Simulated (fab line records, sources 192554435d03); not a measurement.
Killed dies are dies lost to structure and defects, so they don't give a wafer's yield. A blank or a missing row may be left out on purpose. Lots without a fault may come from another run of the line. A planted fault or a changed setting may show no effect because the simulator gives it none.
A struck lot beside a sound one | flow n5_finfet | 26 steps out of a route of 1938
Sound: wafers L416.4, L416.5, L416.6. Struck: wafers L421.1, L421.3, L421.5. The cause comes at the end.
At each step with rows: each side's tool, then ch and its chambers, then its first start. Under that, the readings that differ: sound wafers | struck wafers | difference of the means | sigmas: that difference in standard deviations of wafers without a fault.
alike: readings whose means differ by less than 2 such deviations, and words and numbers that are the same on both sides. not compared: withheld readings, readings that some wafer has no value for, bounds like >300 that may hide the same value, and numbers for which the record gives no deviation and whose values overlap.
The two part at a step that has a row with sigmas, a row that says differs or no value, or rows on one side only. Numbers that don't overlap but have no deviation are shown without sigmas and don't part them. A reading that every wafer of one side lacks parts them only if that side has two wafers or more.

first, 9 steps without rows for these wafers: N5_BEOL_M14_COAT_04 (resist thk 800 nm); N5_BEOL_M14_EBR_06; N5_BEOL_M14_SOFTBAKE_05 (time 60 s); N5_BEOL_M14_EXPOSE_07 (exposes mask V13); N5_BEOL_M14_PEB_08 (peb time 90 s); N5_BEOL_M14_DEVELOP_09 (develop time 45 s); N5_BEOL_M14_HARDBAKE_14 (time 120 s); N5_BEOL_M14_DESCUM_15 (chemistry O2, time 7.9 s); N5_BEOL_M14_ETCH_59 (etches BARC in N2/H2, target depth 89 nm, overetch 26.7 nm, time 67.9 s).
N5_BEOL_M14_VIA_ETCH_16: etches SiO2 in C4F8/O2/Ar, target depth 1231.3 nm.
  sound on rie_diel-05 ch 0,2,3, day 14 06:34; struck on rie_diel-05 ch 0,2,3, day 15 21:25
  alike: drypump_motor_current_A, oes_ar_750_au, oes_product_au, rf_vpp_V, showerhead_plenum_p_Torr, throttle_valve_pct
then, 13 steps without rows for these wafers: N5_BEOL_M14_STRIP_63 (strips in O2); N5_BEOL_M14_STRIP_64 (strips in O2); N5_BEOL_M14_STRIP_71 (strips in post etch residue remover, time 60 s); N5_BEOL_M14_SRD_72 (time 30 s, dry time 30 s); N5_BEOL_M14_COAT_65 (time 60 s, resist thk 450 nm); N5_BEOL_M14_COAT_66 (time 60 s, resist thk 110 nm); N5_BEOL_M14_COAT_22 (resist thk 300 nm); N5_BEOL_M14_EBR_24; N5_BEOL_M14_SOFTBAKE_23 (time 60 s); N5_BEOL_M14_EXPOSE_25 (exposes mask M14, target cd 280 nm); N5_BEOL_M14_PEB_26 (peb time 90 s); N5_BEOL_M14_DEVELOP_27 (develop time 45 s); N5_BEOL_M14_HARDBAKE_32 (time 120 s).
N5_BEOL_M14_INSPECT_30: inspects for defects (macro).
  sound on defect_inspect-02, day 14 07:18; struck on defect_inspect-01, day 15 22:16
  reading          | sound | struck      | difference | sigmas
  raw_defect_count | 5 3 3 | 265 282 263 | +266       | +99 or more
then, 1 step without rows for these wafers: N5_BEOL_M14_DESCUM_33 (chemistry O2, time 7.9 s).
N5_PASSIVATION_PROBE_49:
  the record has rows for the struck wafers here (prober-02, day 17 01:07) and none for the sound ones

WHERE THEY PART
First at N5_BEOL_M14_INSPECT_30; last, within this record, at N5_PASSIVATION_PROBE_49.

WHY: what the simulator had put in
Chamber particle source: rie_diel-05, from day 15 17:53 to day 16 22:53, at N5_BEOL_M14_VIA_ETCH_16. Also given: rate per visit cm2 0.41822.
